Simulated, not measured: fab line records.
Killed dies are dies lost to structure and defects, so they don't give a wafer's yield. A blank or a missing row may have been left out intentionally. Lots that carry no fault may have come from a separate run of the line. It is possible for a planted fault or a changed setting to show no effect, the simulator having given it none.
fab line records | flow n5-finfet | part 1 of 2: steps 1 to 21 of 33
record lots=5 wafers=15 last-day=16
route steps=1938 shown BEOL_M14@1752 BEOL_M15@1773
lots that met no fault: taken from a fault-free run of the same line
start-h: the number of hours between the record's first day and the start of the first shown wafer of the lot | wait-h: hours from the lot's prior step to this one | " same as the row above | L1.1+2: a single row standing in for several wafers | - either no value or no given start | * or withheld: withheld | < > ~ a bound
route shown NAME@n: NAME is a module with steps in the file, n the number in the route of the first one | usual: mean/standard deviation of fault-free wafers | same: alike in all rows | chamber/n: place in a boat | sites: per-site readings | _std_site: standard deviation of those values | _edge_site: outer sites' mean less inner sites' | radius-mm: how far each site lies from the wafer's centre | mask NAME#n: copy n | behind: the most recent tool/chamber to have shaped the wafer | hold: what put the lot on hold/how long, in hours/how the hold closed | device: which transistor (n, p or np) failed to switch | end of line: tests of these same wafers at the route's end | step lacking rows: just its recipe | killed: count of dies lost to structure and defects at first sort (not the wafer's yield) | map: the dies of a wafer, with x for killed, . for not killed, _ for no die there
set.NAME: setting as actually run; set.NAME@STEP: the setting as run at that earlier step | model.NAME: the simulator's own value behind a step, which no gauge read
lots at selected steps of the route; one table per step, one row per wafer
services: when a tool's chamber went out of use (start-h, in hours from the record's first day, below 0 if earlier), for how many hours, and the reason
## steps
# step N5_BEOL_M14_STRIP_69
# recipe chemistry=N2/H2 temp-c=40 n2-flow-sccm=200 h2-flow-sccm=200 rf-frequency-hz=6e+07
# columns lot.wafer tool chamber start-h wait-h
L076.2+4+5 rie-diel-03 2,3,0 279.92 0.1
L080.1+3+4 rie-diel-03 1,3,2 290.62 0.1
L079.2+3+5 rie-diel-04 2,0,2 307.80 0.1
L086.3+5+6 rie-diel-03 1,0,1 353.84 0.1
L085.2+3+6 rie-diel-01 3,1,0 360.70 0.1
# step N5_BEOL_M14_TRENCH_ETCH_34
# recipe chemistry=C4F8/O2/Ar target=SiO2 target-depth-a=5566.5 mask-material=SOC he-inner-torr=15 he-outer-torr=30 time-s=126.9 ion-energy-ev=800 pressure-mtorr=20 source-w=1905 bias-w=2040 Ar_flow_sccm=400 C4F8_flow_sccm=16 O2_flow_sccm=12
# usual chamber-pressure-mTorr=20.001/0.018 drypump-motor-current-A=5.5/0.35 oes-product-au=0.80/0.059 rf-vpp-V=2215/29 showerhead-plenum-p-Torr=3.47/0.12 throttle-valve-pct=30.90/0.2
# columns lot.wafer tool chamber start-h wait-h chamber-pressure-mTorr drypump-motor-current-A oes-product-au rf-hours-counter-h rf-vpp-V showerhead-plenum-p-Torr throttle-valve-pct
L076.2 rie-diel-03 2 279.93 0.0 20.001 5.6 0.74 153 2187 3.31 31.08
L076.4 " 3 " " 20.007 5.5 0.74 120 2182 3.58 30.57
L076.5 " 0 " " 19.983 5.3 0.73 - 2281 3.30 30.84
L080.1 rie-diel-03 1 290.63 0.0 20.008 5.3 0.85 71 2221 3.63 30.74
L080.3 " 3 " " 20.004 5.4 0.74 124 2181 3.57 30.61
L080.4 " 2 " " 20.047 5.6 0.74 157 2187 3.30 31.07
L079.2 rie-diel-04 2 307.81 0.0 20.017 5.4 0.76 133 2211 3.45 30.68
L079.3 " 0 " " 19.999 5.1 0.87 29 2216 3.38 31.04
L079.5 " 2 " " 20.028 5.4 0.76 - 2213 3.45 30.67
L086.3 rie-diel-03 1 353.85 0.0 19.969 5.3 0.83 95 2221 3.62 30.78
L086.5 " 0 " " 20.024 5.4 0.71 - 2280 3.29 30.88
L086.6 " 1 " " 19.982 5.3 0.83 - 2220 3.62 30.79
L085.2 rie-diel-01 3 360.71 0.0 20.024 5.0 0.83 96 2201 3.46 30.70
L085.3 " 1 " " 19.989 5.3 0.83 64 2216 3.48 30.80
L085.6 " 0 " " 20.016 5.5 0.80 - 2241 3.36 31.04
# step N5_BEOL_M14_STRIP_70
# recipe chemistry=C4F8/O2/Ar resist=SiARC rf-frequency-hz=6e+07
# columns lot.wafer tool chamber start-h wait-h
L076.2+4+5 rie-diel-03 2,3,0 280.05 0.1
L080.1+3+4 rie-diel-03 1,3,2 290.74 0.1
L079.2+3+5 rie-diel-04 2,0,2 307.92 0.1
L086.3+5+6 rie-diel-03 1,0,1 353.96 0.1
L085.2+3+6 rie-diel-01 3,1,0 360.83 0.1
# step N5_BEOL_M14_OCD_MEAS_35
# usual trench-depth-nm=560/15
# columns lot.wafer tool chamber start-h wait-h trench-depth-nm
L076.2 ocd-02 - 280.09 0.0 561
L076.4 " - " " 531
L076.5 " - " " 536
L080.1 ocd-02 - 290.78 0.0 575
L080.3 " - " " 532
L080.4 " - " " 562
L079.2 ocd-01 - 307.96 0.0 538
L079.3 " - " " 564
L079.5 " - " " 534
L086.3 ocd-02 - 354.01 0.0 581
L086.5 " - " " 539
L086.6 " - " " 579
L085.2 ocd-02 - 360.87 0.0 566
L085.3 " - " " 566
L085.6 " - " " 558
# step N5_BEOL_M14_STRIP_37
# recipe chemistry=O2 power-w=600 temp-c=60 pressure-mtorr=30 rf-frequency-hz=6e+07 bias-power-w=0 overash-fraction=0.3 o2-flow-sccm=225
# usual chamber-pressure-mTorr=29.99/0.054 drypump-motor-current-A=5.5/0.4 oes-product-au=0.82/0.053 rf-vpp-V=3.6/1.1 showerhead-plenum-p-Torr=2.12/0.077 temp-c=60.00/0.13 throttle-valve-pct=16.63/0.14
# columns lot.wafer tool chamber start-h wait-h chamber-pressure-mTorr drypump-motor-current-A oes-product-au rf-hours-counter-h rf-vpp-V showerhead-plenum-p-Torr temp-c throttle-valve-pct
L076.2 rie-diel-01 0 281.23 1.1 29.94 5.5 0.86 51 3.9 2.04 60.09 16.50
L076.4 " 1 " " 30.01 5.2 0.85 39 3.5 2.14 60.01 16.47
L076.5 " 1 " " 30.01 5.3 0.85 - 2.3 2.14 60.10 16.51
L080.1 rie-diel-03 2 294.46 3.7 29.95 5.6 0.71 158 2.5 2.00 59.97 16.81
L080.3 " 0 " " 30.08 5.3 0.74 167 5.4 2.03 59.99 16.84
L080.4 " 1 " " 29.97 5.3 0.83 72 3.3 2.24 60.01 16.44
L079.2 rie-diel-01 1 314.16 6.2 29.97 5.2 0.86 47 4.9 2.14 60.01 16.50
L079.3 " 0 " " 30.02 5.5 0.83 62 3.1 2.04 60.02 16.58
L079.5 " 2 " " 30.02 6.0 0.91 - 2.8 2.22 60.00 16.54
L086.3 rie-diel-03 2 356.37 2.4 29.84 5.6 0.70 180 4.6 1.99 60.21 16.87
L086.5 " 2 " " 29.89 5.6 0.70 - 4.2 2.00 59.85 16.85
L086.6 " 3 " " 29.95 5.5 0.75 - 4.9 2.18 60.05 16.56
L085.2 rie-diel-01 0 362.06 1.2 30.03 5.5 0.82 79 3.4 2.03 59.91 16.63
L085.3 " 1 " " 29.92 5.2 0.83 65 6.7 2.13 60.27 16.53
L085.6 " 1 " " 29.91 5.2 0.83 - 4.4 2.13 60.13 16.53
# step N5_BEOL_M14_ETCH_38
# recipe chemistry=CF4/N2 target=SiCN target-depth-a=1065 taper-deg=2 time-s=120.6 ion-energy-ev=150 mask-material=SiO2 pressure-mtorr=40 source-w=430 bias-w=70 Ar_flow_sccm=100 cf4-flow-sccm=60 n2-flow-sccm=60
# usual chamber-pressure-mTorr=40.00/0.033 drypump-motor-current-A=5.5/0.4 oes-product-au=0.81/0.057 rf-vpp-V=382.7/2.1 showerhead-plenum-p-Torr=2.23/0.078 throttle-valve-pct=15.39/0.14
# columns lot.wafer tool chamber start-h wait-h chamber-pressure-mTorr drypump-motor-current-A oes-product-au rf-hours-counter-h rf-vpp-V showerhead-plenum-p-Torr throttle-valve-pct
L076.2 rie-diel-01 0 - - 40.03 5.5 0.84 51 381.4 2.16 15.35
L076.4 " 1 " " 39.97 5.2 0.86 39 382.8 2.25 15.26
L076.5 " 1 " " 40.07 5.2 0.85 - 381.9 2.25 15.27
L080.1 rie-diel-03 2 - - 40.03 5.5 0.73 158 379.7 2.11 15.60
L080.3 " 0 " " 40.00 5.4 0.72 167 379.7 2.12 15.53
L080.4 " 1 " " 39.96 5.3 0.85 72 385.1 2.32 15.08
L079.2 rie-diel-01 1 - - 40.00 5.2 0.85 47 382.5 2.25 15.28
L079.3 " 0 " " 40.01 5.5 0.82 62 380.7 2.15 15.36
L079.5 " 2 " " 40.02 6.0 0.92 - 384.7 2.34 15.31
L086.3 rie-diel-03 2 - - 39.98 5.6 0.72 180 379.9 2.11 15.63
L086.5 " 2 " " 40.04 5.6 0.72 - 379.8 2.11 15.64
L086.6 " 3 " " 40.01 5.5 0.74 - 383.8 2.30 15.38
L085.2 rie-diel-01 0 - - 39.97 5.5 0.80 79 380.3 2.15 15.39
L085.3 " 1 " " 40.03 5.3 0.83 65 383.7 2.24 15.29
L085.6 " 1 " " 39.98 5.2 0.83 - 382.9 2.24 15.33
# step N5_BEOL_M14_PRECLEAN_39
# recipe chemistry=residue-remover time-s=60 temp-c=40
# usual temp-c=40.01/0.11
# columns lot.wafer tool chamber start-h wait-h temp-c
L076.2 wet-bench-06 0 281.43 - 40.03
L076.4 " 3 " " 39.93
L076.5 " 7 " " 40.27
L080.1 wet-bench-03 5 294.66 - 40.11
L080.3 " 3 " " 40.12
L080.4 " 7 " " 39.95
L079.2 wet-bench-06 3 314.36 - 39.91
L079.3 " 0 " " 40.04
L079.5 " 1 " " 39.87
L086.3 wet-bench-03 3 356.83 - 40.16
L086.5 " 1 " " 39.83
L086.6 " 5 " " 40.15
L085.2 wet-bench-06 2 362.26 - 40.17
L085.3 " 6 " " 39.94
L085.6 " 5 " " 40.02
# step N5_BEOL_M14_SRD_40
# recipe time-s=30 temp-c=23 rinse-liquid=diw dry=n2-spin spin-rpm=1500 dry-time-s=30
# usual temp-c=23.01/0.11
# columns lot.wafer tool chamber start-h wait-h temp-c
L076.2 wet-bench-06 0 281.45 0.0 23.04
L076.4 " 3 " " 22.94
L076.5 " 7 " " 22.85
L080.1 wet-bench-03 5 294.68 0.0 22.93
L080.3 " 3 " " 22.89
L080.4 " 7 " " 23.02
L079.2 wet-bench-06 3 314.38 0.0 23.00
L079.3 " 0 " " 23.09
L079.5 " 1 " " 23.05
L086.3 wet-bench-03 3 356.85 0.0 23.00
L086.5 " 1 " " 23.17
L086.6 " 5 " " 23.04
L085.2 wet-bench-06 2 362.27 0.0 22.87
L085.3 " 6 " " 23.10
L085.6 " 5 " " 23.15
# step N5_BEOL_M14_DEGAS_41
# recipe ambient=vacuum temp-c=300 time-s=60
# usual heater-power-w=461/40
# columns lot.wafer tool chamber start-h wait-h heater-power-w
L076.2 pvd-sputter-03 - 282.11 0.6 430
L076.4 " - " " 488
L076.5 " - " " 429
L080.1 pvd-sputter-03 - 295.08 0.4 420
L080.3 " - " " 494
L080.4 " - " " 442
L079.2 pvd-sputter-03 - 314.59 0.2 422
L079.3 " - " " 474
L079.5 " - " " 478
L086.3 pvd-sputter-03 - 356.93 0.1 418
L086.5 " - " " 415
L086.6 " - " " 439
L085.2 pvd-sputter-02 - 362.77 0.5 491
L085.3 " - " " 427
L085.6 " - " " 504
# step N5_BEOL_M14_PRE_CLEAN_42
# recipe gas=H2/He time-s=30 temp-c=300
# usual heater-power-w=461/39
# columns lot.wafer tool chamber start-h wait-h heater-power-w
L076.2 pvd-sputter-03 - 282.15 0.0 436
L076.4 " - " " 497
L076.5 " - " " 440
L080.1 pvd-sputter-03 - 295.12 0.0 411
L080.3 " - " " 496
L080.4 " - " " 442
L079.2 pvd-sputter-03 - 314.63 0.0 443
L079.3 " - " " 501
L079.5 " - " " 491
L086.3 pvd-sputter-03 - 356.97 0.0 413
L086.5 " - " " 413
L086.6 " - " " 441
L085.2 pvd-sputter-02 - 362.81 0.0 511
L085.3 " - " " 450
L085.6 " - " " 499
# step N5_BEOL_M14_SPUTTER_43
# recipe material=TaN target-thk-a=150 temp-c=50 bias-v=168.6 power-w=15000 chamber-pressure-pa=0.12 time-s=24.19
# usual throttle-valve-pct=30.0/1.1
# columns lot.wafer tool chamber start-h wait-h throttle-valve-pct
L076.2 pvd-sputter-03 - 282.19 0.0 30.9
L076.4 " - " " 30.2
L076.5 " - " " 31.1
L080.1 pvd-sputter-03 - 295.16 0.0 29.2
L080.3 " - " " 30.3
L080.4 " - " " 31.3
L079.2 pvd-sputter-03 - 314.67 0.0 31.0
L079.3 " - " " 29.1
L079.5 " - " " 29.3
L086.3 pvd-sputter-03 - 357.01 0.0 29.1
L086.5 " - " " 28.9
L086.6 " - " " 31.0
L085.2 pvd-sputter-02 - 362.85 0.0 31.7
L085.3 " - " " 29.4
L085.6 " - " " 31.9
# step N5_BEOL_M14_SPUTTER_44
# recipe material=Ta target-thk-a=150 temp-c=50 bias-v=80 power-w=15000 chamber-pressure-pa=0.07 time-s=24.19
# usual throttle-valve-pct=30.0/1.1
# columns lot.wafer tool chamber start-h wait-h throttle-valve-pct
L076.2 pvd-sputter-03 - 282.27 0.0 31.0
L076.4 " - " " 30.7
L076.5 " - " " 30.9
L080.1 pvd-sputter-03 - 295.24 0.0 29.1
L080.3 " - " " 30.2
L080.4 " - " " 30.9
L079.2 pvd-sputter-03 - 314.75 0.0 31.1
L079.3 " - " " 29.3
L079.5 " - " " 29.1
L086.3 pvd-sputter-03 - 357.09 0.0 29.1
L086.5 " - " " 29.1
L086.6 " - " " 30.9
L085.2 pvd-sputter-02 - 362.93 0.0 31.8
L085.3 " - " " 28.9
L085.6 " - " " 31.6
# step N5_BEOL_M14_SPUTTER_45
# recipe material=Cu target-thk-a=1000 temp-c=-20 bias-v=60 power-w=26000 chamber-pressure-pa=0.13 time-s=16.67
# usual chuck-sensor-temp-C=-15.8/0.71 throttle-valve-pct=30.0/1.1
# columns lot.wafer tool chamber start-h wait-h chuck-sensor-temp-C throttle-valve-pct
L076.2 pvd-sputter-03 - 282.35 0.0 -16.6 31.1
L076.4 " - " " -14.1 30.3
L076.5 " - " " -16.6 30.8
L080.1 pvd-sputter-03 - 295.32 0.0 -15.6 28.8
L080.3 " - " " -14.4 30.3
L080.4 " - " " -16.7 31.0
L079.2 pvd-sputter-03 - 314.83 0.0 -16.5 31.1
L079.3 " - " " -15.8 29.0
L079.5 " - " " -15.7 29.1
L086.3 pvd-sputter-03 - 357.17 0.0 -15.5 29.0
L086.5 " - " " -15.6 29.0
L086.6 " - " " -16.6 30.8
L085.2 pvd-sputter-02 - 363.01 0.0 -15.9 31.6
L085.3 " - " " -16.3 29.1
L085.6 " - " " -16.0 31.3
# step N5_BEOL_M14_ECD_47
# recipe material=Cu target-thk-a=12480
# columns lot.wafer tool chamber start-h wait-h
L076.2+4+5 ecd-cu-02 1,0,1 282.47 0.1
L080.1+3+4 ecd-cu-02 1,1,0 295.44 0.1
L079.2+3+5 ecd-cu-01 0 314.94 0.1
L086.3+5+6 ecd-cu-01 0,0,1 357.35 0.1
L085.2+3+6 ecd-cu-02 0,1,0 363.13 0.1
# step N5_BEOL_M14_ANNEAL_48
# recipe temp-c=225 time-s=90 ambient=N2
# usual wafer_temp_C_max=226.15/0.29
# columns lot.wafer tool chamber start-h wait-h wafer_temp_C_max
L076.2 rtp-anneal-02 0 282.70 0.2 226.21
L076.4 " 0 " " 226.58
L076.5 " 0 " " 227.10
L080.1 rtp-anneal-02 0 295.70 0.2 225.61
L080.3 " 0 " " 226.03
L080.4 " 0 " " 226.36
L079.2 rtp-anneal-01 0 315.18 0.2 226.29
L079.3 " 0 " " 226.09
L079.5 " 0 " " 226.24
L086.3 rtp-anneal-01 0 357.57 0.2 226.09
L086.5 " 0 " " 225.78
L086.6 " 0 " " 226.07
L085.2 rtp-anneal-01 0 363.36 0.2 226.12
L085.3 " 0 " " 226.14
L085.6 " 0 " " 226.33
# step N5_BEOL_M14_CMP_49
# recipe stop-on=SiO2 t-overpolish-s=5.2 down-force-psi=2 platen-rpm=80 clearing-platen-down-force-psi=2 clearing-platen-rpm=80 post-cmp-clean=cu-alkaline target-thk-nm=560 clearing-platen-pad-velocity-m-s=1.5917 pad-velocity-m-s=1.5917
# usual barrier-field-endpoint-s=11.4/0.32 head-pressure-psi=2.000/0.0043 motor-current-A=7.8/0.48 overpolish-run-s=5.199/0.0092 pad-life-wafers=1052/610 slurry-filter-dp-kPa=13.49/0.14 time-to-endpoint-s=122/5.1
# columns lot.wafer tool chamber start-h wait-h barrier-field-endpoint-s head-pressure-psi motor-current-A overpolish-run-s pad-life-wafers slurry-filter-dp-kPa time-to-endpoint-s
L076.4 cmp-02 0 282.99 0.2 11.5 1.996 7.7 5.222 541 13.58 126
L076.2 " 2 " " 11.2 2.001 7.8 5.199 543 13.54 119
L076.5 " 0 " " 11.3 1.995 7.7 5.196 - 13.58 125
L080.1 cmp-02 2 296.00 0.3 11.1 2.005 7.4 5.218 642 13.55 111
L080.4 " 3 " " 11.1 1.999 7.4 5.203 643 13.50 111
L080.3 " 0 " " 11.4 2.003 7.4 5.196 644 13.51 118
L079.3 cmp-01 0 315.43 0.2 11.5 2.006 8.1 5.202 1920 13.50 119
L079.2 " 1 " " 11.5 1.998 7.8 5.192 1921 13.43 118
L079.5 " 1 " " 11.5 2.001 7.7 5.201 - 13.62 120
L086.3 cmp-01 1 357.85 0.2 11.2 2.007 7.6 5.191 158 13.24 118
L086.5 " 3 " " 11.2 1.994 7.8 5.202 - 13.54 118
L086.6 " 0 " " 11.3 1.998 8.5 5.202 - 13.49 120
L085.2 cmp-01 2 363.62 0.2 11.7 2.002 8.7 5.195 210 13.52 127
L085.3 " 1 " " 11.6 1.999 8.3 5.210 213 13.53 126
L085.6 " 2 " " 11.8 1.994 8.6 5.194 - 13.44 127
# step N5_BEOL_M14_THK_MEAS_50
# recipe thk-meas-gauge=xrf reads=Cu_of_BEOL_M14_ECD_47
# usual M14_THK=584/16
# columns lot.wafer tool chamber start-h wait-h M14_THK[nm]
L076.2 film-metro-01 - 283.25 - 588
L076.4 " - " " 554
L076.5 " - " " 557
L080.1 film-metro-01 - 296.30 - 602
L080.3 " - " " 561
L080.4 " - " " 592
L079.2 film-metro-02 - 315.73 - 561
L079.3 " - " " 588
L079.5 " - " " 554
L086.3 film-metro-02 - 358.07 - 607
L086.5 " - " " 562
L086.6 " - " " 602
L085.2 film-metro-02 - 363.91 - 590
L085.3 " - " " 588
L085.6 " - " " 581
# step N5_BEOL_M14_PRE_CLEAN_52
# recipe gas=NH3 time-s=15 temp-c=withheld rf-power-w=300
# columns lot.wafer tool chamber start-h wait-h
L076.2+4+5 pecvd-03 0 283.29 0.0
L080.1+3+4 pecvd-03 2,0,1 296.33 0.0
L079.2+3+5 pecvd-02 2,0,1 315.76 0.0
L086.3+5+6 pecvd-03 2,0,1 358.11 0.0
L085.2+3+6 pecvd-03 1,2,2 363.95 0.0
# step N5_BEOL_M14_DEP_53
# recipe material=SiCN target-thk-a=500 temp-c=withheld precursor=3MS/NH3 pressure-torr=3 rf-w=675 time-s=17.8
# usual showerhead-plenum-p-Torr=4.146/0.028 throttle-valve-pct=17.7/0.43
# columns lot.wafer tool chamber start-h wait-h showerhead-plenum-p-Torr throttle-valve-pct
L076.2 pecvd-03 0 283.33 0.0 4.145 17.5
L076.4 " 0 " " 4.138 17.7
L076.5 " 0 " " 4.125 17.6
L080.1 pecvd-03 2 296.36 0.0 4.094 17.4
L080.3 " 0 " " 4.148 17.7
L080.4 " 1 " " 4.163 17.5
L079.2 pecvd-02 2 315.79 0.0 4.173 17.4
L079.3 " 0 " " 4.153 18.3
L079.5 " 1 " " 4.169 17.6
L086.3 pecvd-03 2 358.13 0.0 4.099 17.9
L086.5 " 0 " " 4.141 17.6
L086.6 " 1 " " 4.153 17.7
L085.2 pecvd-03 1 363.97 0.0 4.166 18.0
L085.3 " 2 " " 4.104 17.9
L085.6 " 2 " " 4.096 17.8
# step N5_BEOL_M14_RS_MEAS_54
# recipe thk-meas-gauge=four-point-probe reads=Cu_of_BEOL_M14_ECD_47+Ta_of_BEOL_M14_SPUTTER_44+TaN_of_BEOL_M14_SPUTTER_43
# usual M14_RS=0.0330/0.00089
# columns lot.wafer tool chamber start-h wait-h M14_RS[ohm/sq]
L076.2 film-metro-02 - 283.41 0.1 0.0329
L076.4 " - " " 0.0346
L076.5 " - " " 0.0344
L080.1 film-metro-01 - 296.43 0.0 0.0322
L080.3 " - " " 0.0347
L080.4 " - " " 0.0330
L079.2 film-metro-02 - 315.85 0.1 0.0344
L079.3 " - " " 0.0328
L079.5 " - " " 0.0346
L086.3 film-metro-02 - 358.20 0.1 0.0316
L086.5 " - " " 0.0343
L086.6 " - " " 0.0318
L085.2 film-metro-02 - 364.04 0.1 0.0328
L085.3 " - " " 0.0327
L085.6 " - " " 0.0332
# step N5_BEOL_M14_INSPECT_55
# recipe inspect-instrument=darkfield mode=post-dep
# usual raw-defect-count=71/25
# columns lot.wafer tool chamber start-h wait-h raw-defect-count
L076.2 defect-inspect-02 - 283.44 0.0 63
L076.4 " - " " 75
L076.5 " - " " 80
L080.1 defect-inspect-01 - 296.45 0.0 45
L080.3 " - " " 66
L080.4 " - " " 42
L079.2 defect-inspect-02 - 315.88 0.0 87
L079.3 " - " " 84
L079.5 " - " " 61
L086.3 defect-inspect-02 - 358.23 0.0 66
L086.5 " - " " 56
L086.6 " - " " 36
L085.2 defect-inspect-02 - 364.07 0.0 76
L085.3 " - " " 58
L085.6 " - " " 63
